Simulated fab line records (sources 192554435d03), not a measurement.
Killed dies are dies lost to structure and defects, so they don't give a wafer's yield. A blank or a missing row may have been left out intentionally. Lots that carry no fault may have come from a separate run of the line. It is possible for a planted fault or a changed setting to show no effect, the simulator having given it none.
Lot-split experiment | flow n5_finfet | route with 1938 steps; 7 lots, 39 wafers read

== ABOUT THE SPLIT ==
At N5_SD_EPI_N_ETCH_35 (etches SOC in N2/H2, overetch 108 nm, time 486 s), the setting source_w was moved away from the recipe's 3000 W on 15 of the 39 wafers read, by -7.9% to +16.6%. The other wafers ran this setting at the recipe's value.

Reading taken at the split's own step.

== THE READING ==
rf_vpp_V, in V, at N5_SD_EPI_N_ETCH_35 (etches SOC in N2/H2, overetch 108 nm, time 486 s). A value of 240.7 V with a standard deviation of 1.4 V is what fault-free wafers of this fab line usually give.

wafer  | tool, chamber at the split | source_w as run, W | against the recipe | rf_vpp_V, V | against lot-mates on the recipe
L074.1 | rie_diel-04, 2             | 3000               | recipe             | 241.5       | -
L074.2 | rie_diel-04, 1             | 3000               | recipe             | 238.8       | -
L074.6 | rie_diel-04, 2             | 3000               | recipe             | 240.9       | -
L076.1 | rie_diel-05, 0             | 2764               | -7.9%              | 249.0       | +8.3
L076.2 | rie_diel-05, 1             | 2764               | -7.9%              | 248.6       | +7.9
L076.3 | rie_diel-05, 2             | 3000               | recipe             | 240.5       | -
L076.4 | rie_diel-05, 3             | 2764               | -7.9%              | 246.8       | +6.1
L076.5 | rie_diel-05, 3             | 3000               | recipe             | 239.3       | -
L076.6 | rie_diel-05, 0             | 3000               | recipe             | 242.2       | -
L086.1 | rie_diel-01, 1             | 3000               | recipe             | 239.4       | -
L086.2 | rie_diel-01, 3             | 3000               | recipe             | 239.8       | -
L086.3 | rie_diel-01, 0             | 3261               | +8.7%              | 232.8       | -7.4
L086.4 | rie_diel-01, 2             | 3000               | recipe             | 241.4       | -
L086.5 | rie_diel-01, 1             | 3261               | +8.7%              | 232.0       | -8.2
L086.6 | rie_diel-01, 2             | 3261               | +8.7%              | 235.0       | -5.2
L089.1 | rie_diel-05, 0             | 3000               | recipe             | 242.3       | -
L089.2 | rie_diel-05, 1             | 3000               | recipe             | 241.0       | -
L089.3 | rie_diel-05, 3             | 3000               | recipe             | 238.6       | -
L089.4 | rie_diel-05, 2             | 3000               | recipe             | 242.2       | -
L089.5 | rie_diel-05, 2             | 3000               | recipe             | 240.9       | -
L089.6 | rie_diel-05, 1             | 3000               | recipe             | 241.1       | -
L091.1 | rie_diel-05, 3             | 3000               | recipe             | 239.8       | -
L091.2 | rie_diel-05, 1             | 3000               | recipe             | 241.3       | -
L091.3 | rie_diel-05, 0             | 2822               | -5.9%              | 246.6       | +5.4
L091.4 | rie_diel-05, 2             | 2822               | -5.9%              | 246.5       | +5.3
L091.5 | rie_diel-05, 3             | 2822               | -5.9%              | 244.2       | +3.0
L091.6 | rie_diel-05, 0             | 3000               | recipe             | 242.4       | -
L094.1 | rie_diel-01, 3             | 3000               | recipe             | 242.1       | -
L094.2 | rie_diel-01, 2             | 3498               | +16.6%             | 227.6       | -12.1
L094.3 | rie_diel-01, 0             | 3000               | recipe             | 237.8       | -
L094.4 | rie_diel-01, 1             | 3000               | recipe             | 239.2       | -
L094.5 | rie_diel-01, 0             | 3498               | +16.6%             | 227.0       | -12.7
L094.6 | rie_diel-01, 1             | 3498               | +16.6%             | 227.0       | -12.7
L097.1 | rie_diel-01, 3             | 3312               | +10.4%             | 234.6       | -4.4
L097.2 | rie_diel-01, 0             | 3000               | recipe             | 239.1       | -
L097.3 | rie_diel-01, 1             | 3000               | recipe             | 238.8       | -
L097.4 | rie_diel-01, 2             | 3312               | +10.4%             | 231.3       | -7.7
L097.5 | rie_diel-01, 1             | 3000               | recipe             | 239.0       | -
L097.6 | rie_diel-01, 2             | 3312               | +10.4%             | 231.6       | -7.4

THE FIT
A straight line over all 39 wafers: rf_vpp_V changes by -0.828 V for each +1% of source_w; r = -0.97; the points scatter about the line by 1.4 V.
The same after taking each lot's own level away (the mean of its wafers on the recipe; 39 wafers): -0.766 V for each +1%; r = -0.97; scatter 1.3 V.
Per that fit: largest source_w move, reading shift of 13 V.
Measured against the standard deviation above, the lots' own levels, which go from 238.97 to 241.17 V, span 1.6 times it.
The two slopes are in agreement: the lot-to-lot level therefore moves the slope only a little.
Check: for one of the wafers moved furthest among these (+16.6%), held out of the fit, the line's prediction against its lot-mates is -12.6 V. It came out at -12.1 V against them.
Tool readings at the split's step, against how far the setting was moved: rf_vpp_V r = -0.97.

== OTHER SPLITS APPLIED TO THESE WAFERS ==
Other splits were also applied to these wafers ahead of the reading. Each is held against what the fit with the lots' levels taken away leaves over:
other split on the same wafers               | wafers away from the commonest value | r with rf_vpp_V (lot level and that fit taken away)
N5_WELL_APT_EXPOSE_05 dose_mj                | 15                                   | -0.21
N5_FIN_CUT_CUT_ETCH_26 time_s                | 15                                   | +0.34
N5_FIN_CUT_CUT_ETCH_15 target_depth_a        | 9                                    | -0.22
N5_STI_FIN_REVEAL_ETCHBACK_08 target_depth_a | 15                                   | -0.18
N5_DUMMY_GATE_ETCH_31 target_depth_a         | 18                                   | +0.04

== THE WHOLE CHAIN: every reading that the file lists as answering this split, in the file's order ==
step                | what it does                                     | reading                                                                           | change (the file's fit)               | r (the file's)
N5_SD_EPI_N_ETCH_35 | etches SOC in N2/H2, overetch 108 nm, time 486 s | rf_vpp_V                                                                          | -0.756 V for each +1% of the setting  | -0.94
N5_SD_EPI_N_ETCH_35 | etches SOC in N2/H2, overetch 108 nm, time 486 s | SiARC_of_SD_EPI_N_COAT_33.thk_nm (the simulator's own value, which no gauge read) | -0.111 nm for each +1% of the setting | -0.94

== THE FILE'S OWN FIT ==
rf_vpp_V changes by -0.756 V for each +1% of source_w, r = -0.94.
